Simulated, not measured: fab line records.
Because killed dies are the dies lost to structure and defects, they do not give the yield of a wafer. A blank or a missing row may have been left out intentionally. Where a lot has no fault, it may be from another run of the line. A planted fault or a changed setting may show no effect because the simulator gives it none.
fab line records + flow n5-finfet
[record]
- lots = 10
- wafers = 28
- last-day = 20
route steps=1938 shown SD_EPI_P@311 BEOL_M4@1096 BEOL_M5@1115 PASSIVATION@1936
lots that met no fault: from a run of the same line without faults
start-h: the number of hours between the record's first day and the start of the first shown wafer of the lot + wait-h: hours elapsed since this lot's preceding step + " as in the row above + L1.1+2: several wafers, shown together as one row + - value missing, or start not given + * or withheld: withheld + < > ~ a bound
route shown NAME@n: a module of which the file shows steps, and the number in the route of the first + usual: mean/standard deviation of fault-free wafers + same: alike in all rows + chamber/n: place in a boat + sites: per-site readings + _std_site: their standard deviation + _edge_site: the outer-site mean with the inner-site mean subtracted + radius-mm: how far each site lies from the wafer's centre + mask NAME#n: copy n + behind: the last tool/chamber to shape the wafer + hold: the reason the lot was held/the length of the hold in hours/how it ended + device: the transistor (n, p or np) that didn't switch + end of line: the route-end tests of the same wafers + step lacking rows: just its recipe + killed: at the first sort, the dies lost to defects and structure; wafer yield is something else + map: a wafer's dies, marking killed ones x, the rest . and places with no die _
set.NAME: the run value of the setting; set.NAME@STEP: its run value at that earlier step + model.NAME: the simulator's own value behind a step, which no gauge read
a sample of lots followed through the steps of the route, with each step as a table and each wafer as a row
services: from which hour (start-h, from the record's first day; less than 0 if before it) a tool's chamber was out of use, for how many hours, and why
[[steps]]
[step N5_SD_EPI_P_ETCH_47]
[recipe]
- chemistry = CH3F/O2
- target = SiOCN
- target-depth-a = 250
- mask-material = SOC
- ion-energy-ev = 60
- bias-w = 29
- pressure-mtorr = 30
- source-w = 410
- Ar_flow_sccm = 150
- CH3F_flow_sccm = 30
- O2_flow_sccm = 20
[usual]
- chamber-pressure-mTorr = 30.00/0.03
- drypump-motor-current-A = 5.6/0.43
- mfc-ar-sccm = 149.9/0.44
- oes-product-au = 0.81/0.068
- rf-vpp-V = 127.1/2.9
- showerhead-plenum-p-Torr = 2.01/0.068
- throttle-valve-pct = 16.19/0.15
| lot.wafer | tool        | chamber | start-h | wait-h | chamber-pressure-mTorr | drypump-motor-current-A | mfc-ar-sccm | oes-product-au | rf-hours-counter-h | rf-vpp-V | showerhead-plenum-p-Torr | throttle-valve-pct |
|-----------|-------------|---------|---------|--------|------------------------|-------------------------|-------------|----------------|--------------------|----------|--------------------------|--------------------|
| L171.4    | rie-diel-03 | 3       | 53.58   | 0.1    | 30.00                  | 5.1                     | 149.6       | 0.87           | -                  | 124.1    | 2.12                     | 16.24              |
| L171.5    | "           | 2       | "       | "      | 30.00                  | 6.2                     | 150.2       | 0.79           | -                  | 129.7    | 1.93                     | 15.99              |
| L171.6    | "           | 0       | "       | "      | 30.00                  | 5.4                     | 149.7       | 0.80           | -                  | 131.0    | 2.00                     | 16.06              |
| L172.2    | rie-diel-05 | 0       | 60.84   | 0.1    | 30.04                  | 5.6                     | 149.6       | 0.73           | 170                | 124.5    | 1.99                     | 16.38              |
| L172.4    | "           | 2       | "       | "      | 30.01                  | 4.9                     | 149.7       | 0.93           | 10                 | 127.1    | 2.06                     | 16.15              |
| L172.6    | "           | 2       | "       | "      | 29.96                  | 4.9                     | 150.3       | 0.95           | -                  | 126.6    | 2.06                     | 16.13              |
| L174.1    | rie-diel-03 | 2       | 71.41   | 0.1    | 30.00                  | 6.1                     | 150.1       | 0.79           | 135                | 128.5    | 1.93                     | 16.00              |
| L174.3    | "           | 0       | "       | "      | 29.96                  | 5.4                     | 149.8       | 0.79           | 129                | 130.9    | 2.00                     | 16.08              |
| L174.5    | "           | 2       | "       | "      | 29.94                  | 6.1                     | 149.8       | 0.78           | -                  | 129.3    | 1.93                     | 16.00              |
| L176.1    | rie-diel-03 | 2       | 84.28   | 0.1    | 30.02                  | 6.1                     | 149.8       | 0.79           | 138                | 128.9    | 1.93                     | 16.01              |
| L176.2    | "           | 3       | "       | "      | 30.03                  | 5.1                     | 150.1       | 0.86           | 58                 | 125.4    | 2.12                     | 16.25              |
| L176.6    | "           | 2       | "       | "      | 29.99                  | 6.1                     | 150.0       | 0.78           | -                  | 128.9    | 1.93                     | 16.01              |
| L177.1    | rie-diel-03 | 2       | 94.64   | 0.1    | 30.04                  | 6.1                     | 150.6       | 0.78           | 142                | 128.4    | 1.93                     | 15.99              |
| L177.3    | "           | 0       | "       | "      | 30.01                  | 5.5                     | 149.7       | 0.78           | 136                | 129.6    | 1.99                     | 16.08              |
| L177.6    | "           | 3       | "       | "      | 29.98                  | 5.1                     | 149.7       | 0.85           | -                  | 124.4    | 2.12                     | 16.24              |
| L179.2    | rie-diel-03 | 0       | 105.35  | 0.1    | 30.02                  | 5.5                     | 149.9       | 0.78           | 139                | 130.4    | 1.99                     | 16.08              |
| L179.5    | "           | 1       | "       | "      | 30.01                  | 5.4                     | 149.6       | 0.94           | -                  | 123.5    | 1.97                     | 16.05              |
| L180.1    | rie-diel-03 | 1       | 106.44  | 0.1    | 29.97                  | 5.4                     | 149.9       | 0.95           | 14                 | 122.2    | 1.97                     | 16.04              |
| L180.5    | "           | 1       | "       | "      | 30.04                  | 5.4                     | 149.6       | 0.94           | -                  | 122.5    | 1.97                     | 16.03              |
| L182.1    | rie-diel-03 | 2       | 119.84  | 0.1    | 29.98                  | 6.1                     | 149.7       | 0.77           | 147                | 127.2    | 1.92                     | 16.04              |
| L182.2    | "           | 3       | "       | "      | 30.06                  | 5.1                     | 150.8       | 0.83           | 71                 | 125.2    | 2.12                     | 16.28              |
| L182.6    | "           | 0       | "       | "      | 30.01                  | 5.5                     | 149.6       | 0.77           | -                  | 130.9    | 1.99                     | 16.10              |
| L192.2    | rie-diel-03 | 1       | 178.62  | 0.1    | 30.01                  | 5.4                     | 150.5       | 0.89           | 38                 | 123.2    | 1.96                     | 16.08              |
| L192.3    | "           | 3       | "       | "      | 29.96                  | 5.1                     | 150.0       | 0.81           | 89                 | 125.8    | 2.11                     | 16.30              |
| L192.5    | "           | 1       | "       | "      | 29.92                  | 5.4                     | 149.7       | 0.89           | -                  | 121.7    | 1.96                     | 16.08              |
| L194.1    | rie-diel-03 | 2       | 193.41  | 0.1    | 30.01                  | 6.1                     | 149.9       | 0.75           | 170                | 128.5    | 1.92                     | 16.05              |
| L194.2    | "           | 1       | "       | "      | 30.02                  | 5.4                     | 150.8       | 0.88           | 43                 | 120.9    | 1.96                     | 16.08              |
| L194.3    | "           | 3       | "       | "      | 29.98                  | 5.1                     | 149.8       | 0.81           | 92                 | 125.2    | 2.11                     | 16.30              |
[step N5_BEOL_M4_SPUTTER_92]
[recipe]
- material = Cu
- target-thk-a = 45
- temp-c = -20
- chamber-pressure-pa = 0.07
- power-w = withheld
- time-s = 8.29
[usual]
- throttle-valve-pct = 30.4/0.99
| lot.wafer | tool           | chamber | start-h | wait-h | throttle-valve-pct |
|-----------|----------------|---------|---------|--------|--------------------|
| L172.2    | pvd-sputter-01 | -       | 186.77  | 0.1    | 31.2               |
| L172.4    | "              | -       | "       | "      | 29.5               |
| L172.6    | "              | -       | "       | "      | 29.4               |
| L171.4    | pvd-sputter-03 | -       | 188.41  | 0.1    | 31.2               |
| L171.5    | "              | -       | "       | "      | 30.5               |
| L171.6    | "              | -       | "       | "      | 29.2               |
| L176.1    | pvd-sputter-03 | -       | 202.97  | 0.1    | 31.7               |
| L176.2    | "              | -       | "       | "      | 30.8               |
| L176.6    | "              | -       | "       | "      | 29.4               |
| L174.1    | pvd-sputter-01 | -       | 210.19  | 0.1    | 30.9               |
| L174.3    | "              | -       | "       | "      | 31.5               |
| L174.5    | "              | -       | "       | "      | 29.3               |
| L177.1    | pvd-sputter-03 | -       | 231.32  | 0.1    | 30.4               |
| L177.3    | "              | -       | "       | "      | 31.0               |
| L177.6    | "              | -       | "       | "      | 29.5               |
| L179.2    | pvd-sputter-02 | -       | 231.46  | 0.1    | 29.2               |
| L179.5    | "              | -       | "       | "      | 29.5               |
| L182.1    | pvd-sputter-03 | -       | 235.48  | 0.1    | 29.6               |
| L182.2    | "              | -       | "       | "      | 30.8               |
| L182.6    | "              | -       | "       | "      | 29.5               |
| L180.1    | pvd-sputter-02 | -       | 235.60  | 0.1    | 27.9               |
| L180.5    | "              | -       | "       | "      | 29.9               |
| L192.2    | pvd-sputter-03 | -       | 300.80  | 0.1    | 30.2               |
| L192.3    | "              | -       | "       | "      | 31.5               |
| L192.5    | "              | -       | "       | "      | 30.9               |
| L194.1    | pvd-sputter-01 | -       | 354.19  | 0.1    | 31.4               |
| L194.2    | "              | -       | "       | "      | 31.3               |
| L194.3    | "              | -       | "       | "      | 31.1               |
[step N5_BEOL_M4_THK_MEAS_53]
[recipe]
- thk-meas-gauge = xrf
- reads = Cu_of_BEOL_M4_ECD_50
[usual]
- M4_THK = 39.9/1.5
| lot.wafer | tool          | chamber | start-h | wait-h | M4_THK[nm] |
|-----------|---------------|---------|---------|--------|------------|
| L172.2    | film-metro-01 | -       | 188.00  | -      | 42.6       |
| L172.4    | "             | -       | "       | "      | 39.0       |
| L172.6    | "             | -       | "       | "      | 38.8       |
| L171.4    | film-metro-01 | -       | 190.00  | -      | 40.6       |
| L171.5    | "             | -       | "       | "      | 40.0       |
| L171.6    | "             | -       | "       | "      | 38.5       |
| L176.1    | film-metro-01 | -       | 204.20  | -      | 40.8       |
| L176.2    | "             | -       | "       | "      | 38.0       |
| L176.6    | "             | -       | "       | "      | 40.2       |
| L174.1    | film-metro-02 | -       | 211.57  | -      | 37.8       |
| L174.3    | "             | -       | "       | "      | 38.9       |
| L174.5    | "             | -       | "       | "      | 38.5       |
| L177.1    | film-metro-02 | -       | 232.87  | -      | 40.3       |
| L177.3    | "             | -       | "       | "      | 40.5       |
| L177.6    | "             | -       | "       | "      | 40.0       |
| L179.2    | film-metro-01 | -       | 233.10  | -      | 39.7       |
| L179.5    | "             | -       | "       | "      | 38.5       |
| L182.1    | film-metro-02 | -       | 236.71  | -      | 41.2       |
| L182.2    | "             | -       | "       | "      | 40.7       |
| L182.6    | "             | -       | "       | "      | 40.6       |
| L180.1    | film-metro-02 | -       | 237.27  | -      | 39.9       |
| L180.5    | "             | -       | "       | "      | 39.4       |
| L192.2    | film-metro-01 | -       | 302.03  | -      | 38.9       |
| L192.3    | "             | -       | "       | "      | 36.8       |
| L192.5    | "             | -       | "       | "      | 39.2       |
| L194.1    | film-metro-01 | -       | 355.42  | -      | 38.7       |
| L194.2    | "             | -       | "       | "      | 39.6       |
| L194.3    | "             | -       | "       | "      | 39.1       |
[step N5_BEOL_M4_RC_MEAS_101]
[usual]
- DIBL_N = 36.7/1.8
- DIBL_P = 37.0/2.4
- IOFF_N = 0.17/0.036
- IOFF_P = 0.22/0.042
- ION_N = 673/12
- ION_P = 462/8.5
- RC_DENSE_P = 23.3/0.65
- RC_P = 19.0/0.51
- REXT_P = 100.4/2.2
- SS_N = 71.7/0.62
- SS_P = 73.4/0.65
- VT_N = 250/3.7
- VT_P = -250/3.7
| lot.wafer | tool      | chamber | start-h | wait-h | DIBL_N[mV/V] | DIBL_P[mV/V] | IOFF_N[nA/um] | IOFF_P[nA/um] | ION_N[uA/um] | ION_P[uA/um] | RC_DENSE_P[ohm.um] | RC_P[ohm.um] | REXT_P[ohm.um] | SS_N[mV/dec] | SS_P[mV/dec] | VT_N[mV] | VT_P[mV] |
|-----------|-----------|---------|---------|--------|--------------|--------------|---------------|---------------|--------------|--------------|--------------------|--------------|----------------|--------------|--------------|----------|----------|
| L172.2    | prober-02 | 0       | 188.56  | 0.2    | 38.5         | 39.0         | 0.19          | 0.25          | 671          | 461          | 23.1               | 18.8         | 101.5          | 71.5         | 73.3         | 250      | -250     |
| L172.4    | "         | 0       | "       | "      | 38.2         | 39.0         | 0.21          | 0.24          | 675          | 460          | 22.5               | 18.5         | 101.0          | 71.9         | 74.6         | 245      | -250     |
| L172.6    | "         | 0       | "       | "      | 37.8         | 37.4         | 0.19          | 0.22          | 667          | 457          | 23.6               | 19.3         | 102.9          | 72.0         | 73.4         | 250      | -249     |
| L171.4    | prober-01 | 0       | 190.83  | 0.5    | 38.0         | 39.7         | 0.19          | 0.24          | 682          | 462          | 22.8               | 18.8         | 94.2           | 72.3         | 73.6         | 247      | -250     |
| L171.5    | "         | 0       | "       | "      | 36.5         | 37.5         | 0.16          | 0.20          | 676          | 460          | 23.9               | 19.0         | 93.8           | 71.0         | 73.5         | 250      | -252     |
| L171.6    | "         | 0       | "       | "      | 37.5         | 39.1         | 0.18          | 0.23          | 678          | 458          | 22.8               | 18.5         | 95.0           | 71.5         | 74.0         | 248      | -251     |
| L176.1    | prober-01 | 0       | 204.56  | 0.0    | 37.7         | 38.4         | 0.17          | 0.21          | 670          | 455          | 22.5               | 18.5         | 99.6           | 72.2         | 73.5         | 251      | -253     |
| L176.2    | "         | 0       | "       | "      | 34.6         | 34.7         | 0.13          | 0.16          | 671          | 456          | 23.1               | 18.8         | 99.3           | 71.1         | 72.0         | 252      | -255     |
| L176.6    | "         | 0       | "       | "      | 35.9         | 35.1         | 0.14          | 0.17          | 655          | 447          | 23.3               | 18.8         | 99.2           | 71.1         | 73.6         | 252      | -254     |
| L174.1    | prober-02 | 0       | 211.89  | 0.0    | 38.2         | 38.0         | 0.18          | 0.24          | 671          | 462          | 23.1               | 19.0         | 102.0          | 72.3         | 73.9         | 249      | -246     |
| L174.3    | "         | 0       | "       | "      | 35.4         | 34.7         | 0.13          | 0.20          | 674          | 470          | 24.1               | 19.8         | 101.4          | 71.2         | 72.7         | 253      | -248     |
| L174.5    | "         | 0       | "       | "      | 36.1         | 35.7         | 0.15          | 0.21          | 661          | 462          | 23.4               | 19.1         | 101.6          | 71.0         | 72.8         | 250      | -251     |
| L177.1    | prober-01 | 0       | 233.22  | 0.0    | 35.5         | 35.9         | 0.15          | 0.21          | 669          | 461          | 24.1               | 19.7         | 98.2           | 71.5         | 72.5         | 248      | -252     |
| L177.3    | "         | 0       | "       | "      | 36.9         | 37.3         | 0.17          | 0.22          | 669          | 460          | 22.4               | 18.3         | 96.8           | 72.1         | 73.8         | 250      | -252     |
| L177.6    | "         | 0       | "       | "      | 39.9         | 40.9         | 0.24          | 0.27          | 687          | 463          | 24.3               | 19.8         | 98.4           | 73.2         | 74.7         | 244      | -250     |
| L179.2    | prober-02 | 0       | 233.76  | 0.2    | 41.1         | 40.0         | 0.24          | 0.21          | 692          | 448          | 25.7               | 21.0         | 117.3          | 72.5         | 73.5         | 244      | -257     |
| L179.5    | "         | 0       | "       | "      | 37.5         | 37.9         | 0.17          | 0.21          | 670          | 451          | 24.3               | 19.7         | 102.0          | 71.7         | 73.3         | 247      | -251     |
| L182.1    | prober-02 | 0       | 237.03  | 0.0    | 37.4         | 37.0         | 0.18          | 0.19          | 675          | 441          | 26.8               | 21.7         | 117.8          | 71.5         | 73.9         | 248      | -256     |
| L182.2    | "         | 0       | "       | "      | 36.3         | 36.0         | 0.16          | 0.18          | 687          | 453          | 26.6               | 21.7         | 115.5          | 71.8         | 73.2         | 249      | -256     |
| L182.6    | "         | 0       | "       | "      | 37.2         | 36.4         | 0.16          | 0.21          | 689          | 470          | 23.9               | 19.4         | 102.0          | 71.9         | 73.1         | 248      | -250     |
| L180.1    | prober-01 | 0       | 237.71  | 0.0    | 35.9         | 34.6         | 0.17          | 0.20          | 683          | 460          | 27.4               | 22.3         | 116.8          | 71.0         | 72.5         | 246      | -249     |
| L180.5    | "         | 0       | "       | "      | 35.4         | 35.4         | 0.15          | 0.24          | 667          | 470          | 23.5               | 19.2         | 101.2          | 72.1         | 72.2         | 250      | -244     |
| L192.2    | prober-02 | 0       | 302.50  | 0.2    | 38.1         | 36.4         | 0.17          | 0.25          | 687          | 471          | 22.6               | 18.7         | 99.0           | 71.4         | 73.9         | 247      | -248     |
| L192.3    | "         | 0       | "       | "      | 39.6         | 38.4         | 0.20          | 0.29          | 671          | 462          | 22.9               | 18.8         | 98.0           | 72.5         | 73.2         | 250      | -247     |
| L192.5    | "         | 0       | "       | "      | 37.0         | 35.7         | 0.15          | 0.23          | 683          | 470          | 23.7               | 19.2         | 100.0          | 70.7         | 73.3         | 249      | -248     |
| L194.1    | prober-01 | 0       | 355.73  | 0.0    | 36.6         | 36.4         | 0.15          | 0.19          | 669          | 454          | 23.2               | 18.8         | 98.9           | 71.8         | 72.8         | 251      | -252     |
| L194.2    | "         | 0       | "       | "      | 36.8         | 35.9         | 0.16          | 0.20          | 682          | 464          | 25.8               | 21.0         | 100.0          | 71.9         | 73.6         | 248      | -253     |
| L194.3    | "         | 0       | "       | "      | 35.9         | 35.0         | 0.14          | 0.18          | 670          | 455          | 25.0               | 20.3         | 99.6           | 71.6         | 73.4         | 251      | -254     |
[step N5_BEOL_M5_PECVD_70]
[recipe]
- material = SiO2
- target-thk-a = 160
- temp-c = 400
- precursor = TEOS/O2
- pressure-torr = 5.5
- rf-w = 450
- teos-flow-sccm = 53.8
- gas = O2
- flow-sccm = 3000
- time-s = 18
[usual]
- chamber-pressure-Torr = 5.499/0.012
- heater-power-outer-w = 446/69
- heater-power-w = 734/100
- showerhead-plenum-p-Torr = 8.81/0.059
- throttle-valve-pct = 22.4/0.9
| lot.wafer | tool     | chamber | start-h | wait-h | chamber-pressure-Torr | heater-power-outer-w | heater-power-w | showerhead-plenum-p-Torr | throttle-valve-pct |
|-----------|----------|---------|---------|--------|-----------------------|----------------------|----------------|--------------------------|--------------------|
| L172.2    | pecvd-02 | 0       | 189.99  | 0.0    | 5.497                 | 477                  | 850            | 8.79                     | 21.4               |
| L172.4    | "        | 2       | "       | "      | 5.518                 | 459                  | 688            | 8.77                     | 21.2               |
| L172.6    | "        | 0       | "       | "      | 5.493                 | 479                  | 820            | 8.80                     | 21.7               |
| L171.4    | pecvd-02 | 0       | 191.95  | 0.1    | 5.521                 | 493                  | 871            | 8.82                     | 21.5               |
| L171.5    | "        | 1       | "       | "      | 5.502                 | 348                  | 597            | 8.76                     | 23.2               |
| L171.6    | "        | 2       | "       | "      | 5.519                 | 487                  | 712            | 8.80                     | 21.3               |
| L176.1    | pecvd-02 | 1       | 206.17  | 0.1    | 5.490                 | 304                  | 556            | 8.75                     | 23.0               |
| L176.2    | "        | 2       | "       | "      | 5.509                 | 467                  | 686            | 8.78                     | 21.1               |
| L176.6    | "        | 1       | "       | "      | 5.507                 | 310                  | 547            | 8.76                     | 22.6               |
| L174.1    | pecvd-04 | 2       | 213.48  | 0.0    | 5.502                 | 495                  | 771            | 8.86                     | 22.4               |
| L174.3    | "        | 1       | "       | "      | 5.504                 | 421                  | 701            | 8.68                     | 24.7               |
| L174.5    | "        | 0       | "       | "      | 5.483                 | 394                  | 640            | 8.91                     | 23.0               |
| L177.1    | pecvd-03 | 1       | 234.79  | 0.0    | 5.517                 | 539                  | 924            | 8.83                     | 23.1               |
| L177.3    | "        | 1       | "       | "      | 5.526                 | 543                  | 928            | 8.83                     | 22.8               |
| L177.6    | "        | 1       | "       | "      | 5.515                 | 531                  | 941            | 8.83                     | 23.0               |
| L179.2    | pecvd-02 | 1       | 235.68  | 0.0    | 5.498                 | 319                  | 579            | 8.78                     | 22.8               |
| L179.5    | "        | 1       | "       | "      | 5.509                 | 323                  | 563            | 8.76                     | 23.0               |
| L182.1    | pecvd-03 | 0       | 239.11  | 0.0    | 5.499                 | 431                  | 742            | 8.81                     | 22.3               |
| L182.2    | "        | 1       | "       | "      | 5.497                 | 506                  | 884            | 8.84                     | 23.1               |
| L182.6    | "        | 1       | "       | "      | 5.516                 | 514                  | 855            | 8.83                     | 22.8               |
| L180.1    | pecvd-04 | 2       | 239.32  | 0.0    | 5.488                 | 507                  | 768            | 8.87                     | 22.6               |
| L180.5    | "        | 2       | "       | "      | 5.501                 | 499                  | 773            | 8.88                     | 22.3               |
| L192.2    | pecvd-03 | 1       | 303.92  | 0.0    | 5.503                 | 553                  | 917            | 8.82                     | 22.8               |
| L192.3    | "        | 2       | "       | "      | 5.476                 | 360                  | 628            | 8.76                     | 22.0               |
| L192.5    | "        | 1       | "       | "      | 5.489                 | 524                  | 920            | 8.82                     | 22.9               |
| L194.1    | pecvd-03 | 0       | 357.31  | 0.0    | 5.492                 | 486                  | 795            | 8.80                     | 22.4               |
| L194.2    | "        | 1       | "       | "      | 5.506                 | 479                  | 843            | 8.82                     | 22.8               |
| L194.3    | "        | 2       | "       | "      | 5.490                 | 359                  | 624            | 8.78                     | 21.9               |
[step N5_PASSIVATION_PROBE_49]
[usual]
- defect-limited-yield = 91.1/1.4
- killed_at_M0_to_M3 = 32/9.3
- killed_at_M4_up = 13/5.8
- killed-at-contacts = 12/6.3
- killed-at-front-end = 44/12
- killed-at-other = 3.6/2.7
- killed-dies = 104/17
- killed-open = 69/13
- killed-short = 34/6.9
- sort_bin_5_function = 5.2/0.98
- sort_bin_6_memory = 3.3/0.59
- sort_bin_8_speed = 0.01/0.039
- sort-n-pass = 1075/17
[same]
- gross-dies = 1180
- killed-at-back-side = 0
- sort_bin_4_leakage[%] = 0
| lot.wafer | tool      | chamber | start-h | wait-h | defect-limited-yield[%] | killed_at_M0_to_M3 | killed_at_M4_up | killed-at-contacts | killed-at-front-end | killed-at-other | killed-dies | killed-open | killed-short | sort_bin_5_function[%] | sort_bin_6_memory[%] | sort_bin_8_speed[%] | sort-n-pass |
|-----------|-----------|---------|---------|--------|-------------------------|--------------------|-----------------|--------------------|---------------------|-----------------|-------------|-------------|--------------|------------------------|----------------------|---------------------|-------------|
| L192.5    | prober-02 | -       | 408.74  | 0.2    | 88.7                    | 51                 | 7               | 10                 | 62                  | 3               | 133         | 88          | 44           | 6.7                    | 4.1                  | 0                   | 1047        |
// killed by level:class
L192.5 STI_FIN_REVEAL:geometric-particle:open=20 BEOL_M2:geometric-particle:open=17 FIN_SAQP:geometric-particle:open=10 BEOL_M0_SAQP:geometric-particle:short=10 FIN_SAQP:geometric-particle:short=9 MOL_CONTACT_COAG:geometric-particle:open=8 DUMMY_GATE:geometric-particle:open=6 BEOL_M0_SAQP:geometric-particle:open=6
[[services]]
| tool           | chamber | start-h | hours | kind   |
|----------------|---------|---------|-------|--------|
| rie-diel-05    | 0       | 51.68   | 3.7   | repair |
| pvd-sputter-01 | -       | 59.71   | 2.3   | repair |
| pecvd-03       | 0       | 76.39   | 16.1  | repair |
| rie-diel-03    | 2       | 102.53  | 7.6   | repair |
| pvd-sputter-01 | -       | 103.02  | 8.4   | repair |
| pecvd-02       | -       | 105.74  | 2.8   | pm     |
| pvd-sputter-01 | -       | 119.50  | 1.5   | repair |
| pecvd-03       | -       | 127.47  | 1.0   | repair |
| rie-diel-05    | 1       | 134.88  | 12.3  | repair |
| pecvd-04       | -       | 134.90  | 3.0   | repair |
| pecvd-02       | 1       | 148.43  | 2.9   | repair |
| pecvd-02       | -       | 175.95  | 0.5   | repair |
| rie-diel-05    | 0       | 192.21  | 5.8   | repair |
| rie-diel-05    | -       | 195.70  | 0.7   | repair |
| pecvd-03       | -       | 196.68  | 14.6  | pm     |
| pecvd-04       | -       | 205.95  | 1.2   | repair |
| rie-diel-03    | 2       | 225.59  | 2.0   | repair |
| rie-diel-05    | 0       | 241.22  | 3.8   | repair |
| pecvd-03       | -       | 262.15  | 0.7   | repair |
| pvd-sputter-02 | -       | 301.83  | 7.9   | repair |
| rie-diel-05    | 0       | 320.99  | 2.0   | repair |
| pecvd-02       | 1       | 329.19  | 4.8   | repair |
| rie-diel-03    | 1       | 353.01  | 10.2  | repair |
| rie-diel-03    | 2       | 354.84  | 6.4   | repair |
[[key]]
[first-sign]
- step = N5_BEOL_M4_RC_MEAS_101
- reading = REXT_P
- direction = up
- sigmas = 7.4
- usual = 100.4
- struck = 116.9
[effect]
- step = N5_BEOL_M4_RC_MEAS_101
- reading = RC_P
- direction = up
- sigmas = 5.3
- usual = 19.0
- struck = 21.7
[effect]
- step = N5_BEOL_M4_RC_MEAS_101
- reading = RC_DENSE_P
- direction = up
- sigmas = 5.1
- usual = 23.3
- struck = 26.6
met-at N5_SD_EPI_P_ETCH_47
struck-lots L179,L180,L182
struck-wafers L179.2,L180.1,L182.1,L182.2
not-acting-at N5_BEOL_M4_SPUTTER_92,N5_BEOL_M4_THK_MEAS_53,N5_BEOL_M5_PECVD_70
onset-between 94.64 105.35
[fault]
- kind = process-parameter-drift
- tool = rie-diel-03
- chamber = -
- onset-h = 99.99
- steps = N5_SD_EPI_P_ETCH_47
- channel = target-depth-a
- offset = -95.954
- shape = step
- end-h = 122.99
- scope = struck-wafers-only
- acts-in = these-recipes-only
- stated = 250
